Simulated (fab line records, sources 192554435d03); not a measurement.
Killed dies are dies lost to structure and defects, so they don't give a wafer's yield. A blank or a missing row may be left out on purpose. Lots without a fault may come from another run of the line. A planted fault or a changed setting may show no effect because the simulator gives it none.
Which tool did it? | flow n5_finfet | 9 lots, 27 wafers sampled, at 5 steps of a route of 1938

WHAT THE GAUGES READ, wafer by wafer
N5_BEOL_M4_RC_MEAS_101. Usual: DIBL_N 37.2 mV/V, standard deviation 2.5; DIBL_P 38 mV/V, standard deviation 3; IOFF_N 0.17 nA/um, standard deviation 0.044; IOFF_P 0.24 nA/um, standard deviation 0.059; ION_N 667 uA/um, standard deviation 13; ION_P 461 uA/um, standard deviation 7.9; SS_N 71.8 mV/dec, standard deviation 0.86; SS_P 73.6 mV/dec, standard deviation 0.92; VT_N 250 mV, standard deviation 4.1; VT_P -249 mV, standard deviation 3.9.
lot  | measured     | on        | DIBL_N (mV/V)  | DIBL_P (mV/V) | IOFF_N (nA/um) | IOFF_P (nA/um) | ION_N (uA/um) | ION_P (uA/um) | SS_N (mV/dec)  | SS_P (mV/dec)  | VT_N (mV)   | VT_P (mV)      | flag
L405 | day 10 17:22 | prober-01 | 38.9 35.6 34.8 | 40 37 35      | 0.23 0.16 0.14 | 0.27 0.22 0.18 | 681 665 657   | 462 454 449   | 73.0 72.6 71.6 | 74.5 73.7 72.8 | 246 251 254 | -250 -251 -253 |
L406 | day 11 02:34 | prober-02 | 38.9 36.1 36.7 | 40 38 39      | 0.21 0.15 0.16 | 0.27 0.23 0.23 | 679 646 671   | 464 446 465   | 72.4 71.6 71.4 | 74.0 74.0 73.3 | 248 252 250 | -246 -253 -249 |
L408 | day 11 13:54 | prober-02 | 34.6 36.5 36.0 | 37 40 38      | 0.16 0.19 0.18 | 0.22 0.27 0.22 | 666 681 671   | 461 469 461   | 71.6 71.9 71.8 | 72.7 73.8 74.0 | 248 246 247 | -247 -246 -251 |
L409 | day 12 05:06 | prober-02 | 39.0 34.9 36.5 | 39 36 38      | 0.19 0.12 0.15 | 0.23 0.18 0.21 | 678 659 672   | 460 457 455   | 72.2 71.4 71.8 | 73.8 72.9 73.5 | 248 252 250 | -249 -252 -252 |
L410 | day 12 09:56 | prober-01 | 41.7 39.2 40.4 | 45 43 43      | 0.29 0.22 0.24 | 0.38 0.36 0.36 | 674 685 674   | 471 482 470   | 73.4 72.5 72.9 | 75.3 75.1 75.4 | 241 246 248 | -239 -238 -241 |
L412 | day 12 07:59 | prober-02 | 36.0 38.4 37.2 | 34 38 37      | 0.14 0.18 0.15 | 0.21 0.24 0.22 | 646 669 658   | 446 458 456   | 71.9 72.1 72.5 | 72.9 73.4 73.3 | 254 249 254 | -249 -248 -251 |
L418 | day 14 02:14 | prober-02 | 32.1 32.5 34.2 | 33 32 36      | 0.11 0.11 0.14 | 0.15 0.15 0.19 | 655 664 672   | 449 453 465   | 70.3 70.4 70.5 | 71.7 72.1 72.6 | 254 255 252 | -254 -256 -251 |

WHICH TOOL RAN EACH LOT (tool, then ch and the chambers of the sampled wafers, then the start)
lot  | N5_FIN_CUT_DESCUM_13              | N5_FIN_CUT_ETCH_21                | N5_FIN_CUT_CUT_ETCH_26            | N5_FIN_CUT_CUT_ETCH_28
L399 | rie_diel-03 ch 0,1,2, day 3 03:58 | rie_diel-03 ch 0,1,2, day 3 04:03 | rie_diel-03 ch 0,1,2, day 3 04:23 | rie_si-04 ch 0,2, day 3 04:38
L400 | rie_diel-05 ch 2,3, day 3 08:58   | rie_diel-05 ch 2,3, day 3 09:04   | rie_diel-05 ch 2,3, day 3 09:25   | rie_si-06 ch 0,1,2, day 3 09:40
L405 | rie_diel-03 ch 0,1,3, day 4 14:48 | rie_diel-03 ch 0,1,3, day 4 14:53 | rie_diel-03 ch 0,1,3, day 4 15:14 | rie_si-04 ch 1,2, day 4 15:29
L406 | rie_diel-05 ch 0,1,3, day 4 23:26 | rie_diel-05 ch 0,1,3, day 4 23:32 | rie_diel-05 ch 0,1,3, day 4 23:52 | rie_si-06 ch 0,2, day 5 00:23
L408 | rie_diel-03 ch 1,2, day 5 09:12   | rie_diel-03 ch 1,2, day 5 09:17   | rie_diel-03 ch 1,2, day 5 09:38   | rie_si-05 ch 2,3, day 5 09:53
L409 | rie_diel-03 ch 0,2,3, day 5 15:14 | rie_diel-03 ch 0,2,3, day 5 15:20 | rie_diel-03 ch 0,2,3, day 5 15:41 | rie_si-05 ch 0,2,3, day 5 15:56
L410 | rie_diel-03 ch 2,3, day 5 21:20   | rie_diel-03 ch 2,3, day 5 21:26   | rie_diel-03 ch 2,3, day 5 21:47   | rie_si-05 ch 2,3, day 5 22:01
L412 | rie_diel-05 ch 0,1,2, day 6 10:03 | rie_diel-05 ch 0,1,2, day 6 10:08 | rie_diel-05 ch 0,1,2, day 6 10:29 | rie_si-04 ch 0,2, day 6 10:44
L418 | rie_diel-03 ch 2,3, day 7 22:27   | rie_diel-03 ch 2,3, day 7 22:33   | rie_diel-03 ch 2,3, day 7 22:53   | rie_si-04 ch 1,2,3, day 7 23:13
- N5_FIN_CUT_DESCUM_13: chemistry O2, time 7 s.
- N5_FIN_CUT_ETCH_21: etches SOC in N2/H2, target depth 219 nm, overetch 43.8 nm, time 523.5 s.
- N5_FIN_CUT_CUT_ETCH_26: etches SiNx in CH3F/O2, target depth 39 nm, time 55.7 s.
- N5_FIN_CUT_CUT_ETCH_28: etches Si in HBr/Cl2/O2, target depth 6 nm, time 2.4 s.

WHAT THE TOOLS THEMSELVES READ (means of the sampled wafers that have a number; where no wafer has one, the mark that the record gives instead)
N5_FIN_CUT_DESCUM_13. Usual: drypump_motor_current_A 5.7 A, standard deviation 0.49; oes_product_au 0.80 a.u., standard deviation 0.095; rf_vpp_V 243.3 V, standard deviation 1.4; showerhead_plenum_p_Torr 2.10 Torr, standard deviation 0.064; throttle_valve_pct 20.37 %, standard deviation 0.19.
lot  | tool        | drypump_motor_current_A (A) | oes_product_au (a.u.) | rf_vpp_V (V) | showerhead_plenum_p_Torr (Torr) | throttle_valve_pct (%) | flag
L399 | rie_diel-03 | 6.1                         | 0.85                  | 243.6        | 2.11                            | 20.24                  |
L400 | rie_diel-05 | 5.3                         | 0.85                  | 242.2        | 2.09                            | 20.48                  |
L405 | rie_diel-03 | 6.4                         | 0.88                  | 243.6        | 2.14                            | 20.29                  |
L406 | rie_diel-05 | 5.6                         | 0.71                  | 242.8        | 2.12                            | 20.49                  |
L408 | rie_diel-03 | 6.1                         | 0.80                  | 242.7        | 2.10                            | 20.22                  |
L409 | rie_diel-03 | 6.1                         | 0.87                  | 243.8        | 2.15                            | 20.28                  |
L410 | rie_diel-03 | 6.3                         | 0.90                  | 244.9        | 2.19                            | 20.25                  |
L412 | rie_diel-05 | 5.3                         | 0.75                  | 242.6        | 2.07                            | 20.35                  |
L418 | rie_diel-03 | 6.0                         | 0.82                  | 244.9        | 2.15                            | 20.26                  |

N5_FIN_CUT_ETCH_21. Usual: bias_w 60.99 W, standard deviation 0.17; chamber_pressure_mTorr 30.001 mTorr, standard deviation 0.027; drypump_motor_current_A 5.7 A, standard deviation 0.49; n2_flow_sccm 200.1 sccm, standard deviation 0.54; oes_product_au 0.74 a.u., standard deviation 0.085; rf_vpp_V 240.8 V, standard deviation 1.2; showerhead_plenum_p_Torr 2.55 Torr, standard deviation 0.079; throttle_valve_pct 17.72 %, standard deviation 0.22.
lot  | tool        | bias_w (W) | chamber_pressure_mTorr (mTorr) | drypump_motor_current_A (A) | n2_flow_sccm (sccm) | oes_product_au (a.u.) | rf_vpp_V (V) | showerhead_plenum_p_Torr (Torr) | throttle_valve_pct (%) | flag
L399 | rie_diel-03 | 61.00      | 30.010                         | 6.2                         | 199.6               | 0.78                  | 241.1        | 2.57                            | 17.70                  |
L400 | rie_diel-05 | 60.82      | 29.992                         | 5.3                         | 199.5               | 0.78                  | 240.5        | 2.53                            | 17.78                  |
L405 | rie_diel-03 | 60.98      | 29.988                         | 6.4                         | 199.9               | 0.81                  | 242.0        | 2.61                            | 17.73                  |
L406 | rie_diel-05 | 61.07      | 30.002                         | 5.6                         | 200.0               | 0.66                  | 239.7        | 2.56                            | 17.83                  |
L408 | rie_diel-03 | 60.99      | 29.969                         | 6.1                         | 200.3               | 0.74                  | 241.1        | 2.56                            | 17.62                  |
L409 | rie_diel-03 | 60.97      | 30.009                         | 6.1                         | 199.7               | 0.80                  | 242.0        | 2.63                            | 17.70                  |
L410 | rie_diel-03 | 60.97      | 30.015                         | 6.3                         | 199.6               | 0.83                  | 242.1        | 2.67                            | 17.56                  |
L412 | rie_diel-05 | 61.06      | 30.023                         | 5.4                         | 199.6               | 0.70                  | 240.8        | 2.50                            | 17.70                  |
L418 | rie_diel-03 | 60.76      | 29.988                         | 6.0                         | 200.0               | 0.76                  | 241.3        | 2.61                            | 17.60                  |

N5_FIN_CUT_CUT_ETCH_26. Usual: CH3F_flow_sccm 30.02 sccm, standard deviation 0.09; O2_flow_sccm 20.00 sccm, standard deviation 0.059; bias_w 73.01 W, standard deviation 0.21; drypump_motor_current_A 5.7 A, standard deviation 0.49; oes_f_703_au 0.79 a.u., standard deviation 0.099; oes_product_au 0.79 a.u., standard deviation 0.096; rf_vpp_V 298 V, standard deviation 11; showerhead_plenum_p_Torr 2.01 Torr, standard deviation 0.068; throttle_valve_pct 16.32 %, standard deviation 0.19.
lot  | tool        | CH3F_flow_sccm (sccm) | O2_flow_sccm (sccm) | bias_w (W) | drypump_motor_current_A (A) | oes_f_703_au (a.u.) | oes_product_au (a.u.) | rf_vpp_V (V) | showerhead_plenum_p_Torr (Torr) | throttle_valve_pct (%) | flag
L399 | rie_diel-03 | -                     | -                   | -          | -                           | -                   | -                     | -            | -                               | -                      | OFF
L400 | rie_diel-05 | -                     | -                   | -          | -                           | -                   | -                     | -            | -                               | -                      | OFF
L405 | rie_diel-03 | 30.11                 | 20.02               | 73.02      | 6.4                         | 0.87                | 0.88                  | 302          | 2.05                            | 16.21                  |
L406 | rie_diel-05 | 30.07                 | 20.03               | 73.00      | 5.6                         | 0.70                | 0.70                  | 297          | 2.02                            | 16.43                  |
L408 | rie_diel-03 | 29.99                 | 19.99               | 73.01      | 6.1                         | 0.80                | 0.79                  | 296          | 2.01                            | 16.25                  |
L409 | rie_diel-03 | 29.98                 | 20.00               | 72.94      | 6.1                         | 0.87                | 0.87                  | 298          | 2.07                            | 16.21                  |
L410 | rie_diel-03 | 30.02                 | 20.04               | 72.94      | 6.3                         | 0.90                | 0.89                  | 291          | 2.11                            | 16.19                  |
L412 | rie_diel-05 | 30.02                 | 19.98               | 73.25      | 5.4                         | 0.75                | 0.75                  | 293          | 1.97                            | 16.25                  |
L418 | rie_diel-03 | 29.96                 | 20.06               | 73.10      | 6.0                         | 0.83                | 0.82                  | 292          | 2.06                            | 16.25                  |

N5_FIN_CUT_CUT_ETCH_28. Usual: HBr_flow_sccm 150.0 sccm, standard deviation 0.47; O2_flow_sccm 12.00 sccm, standard deviation 0.038; drypump_motor_current_A 5.9 A, standard deviation 0.38; oes_product_au 0.997 a.u., standard deviation 0.016; throttle_valve_pct 37.1 %, standard deviation 0.37.
lot  | tool      | HBr_flow_sccm (sccm) | O2_flow_sccm (sccm) | drypump_motor_current_A (A) | oes_product_au (a.u.) | throttle_valve_pct (%) | flag
L399 | rie_si-04 | 150.5                | 12.02               | 5.7                         | 0.991                 | 37.2                   |
L400 | rie_si-06 | 150.2                | 12.03               | 5.9                         | 1.007                 | 36.8                   |
L405 | rie_si-04 | 149.7                | 12.01               | 5.9                         | 0.999                 | 36.8                   |
L406 | rie_si-06 | 150.1                | 12.02               | 5.8                         | 0.997                 | 36.6                   |
L408 | rie_si-05 | 150.3                | 12.01               | 6.0                         | 0.978                 | 37.7                   |
L409 | rie_si-05 | 150.3                | 11.98               | 5.8                         | 0.981                 | 37.4                   |
L410 | rie_si-05 | 149.9                | 11.99               | 6.2                         | 0.982                 | 37.4                   |
L412 | rie_si-04 | 149.4                | 12.01               | 5.7                         | 0.990                 | 37.2                   |
L418 | rie_si-04 | 149.9                | 11.99               | 5.8                         | 1.002                 | 36.8                   |

THE ANSWER, worked out from the rows above alone
Rule: a lot is off if the mean of its wafers that have a number lies more than 3 standard deviations from the usual mean. A lot without any number at a reading at which 4 lots or more have one is off too. The other lots that the step has rows for count as sound. The gauges are gone through in route order, then the tools' own readings, and for those a lot's mean is taken as printed above. The first step at which some lot is off is used, and at that step the reading that is off furthest; a lot without a number counts as furthest.
Off: L399, L400, at N5_FIN_CUT_CUT_ETCH_26 (CH3F_flow_sccm). Without a number there: L399, L400.
A tool fits if, at that step or a process step before it, it ran every lot that is off, and no sound lot after the first of them. None of those tried fits.

WHAT THE SIMULATOR HAD PUT IN
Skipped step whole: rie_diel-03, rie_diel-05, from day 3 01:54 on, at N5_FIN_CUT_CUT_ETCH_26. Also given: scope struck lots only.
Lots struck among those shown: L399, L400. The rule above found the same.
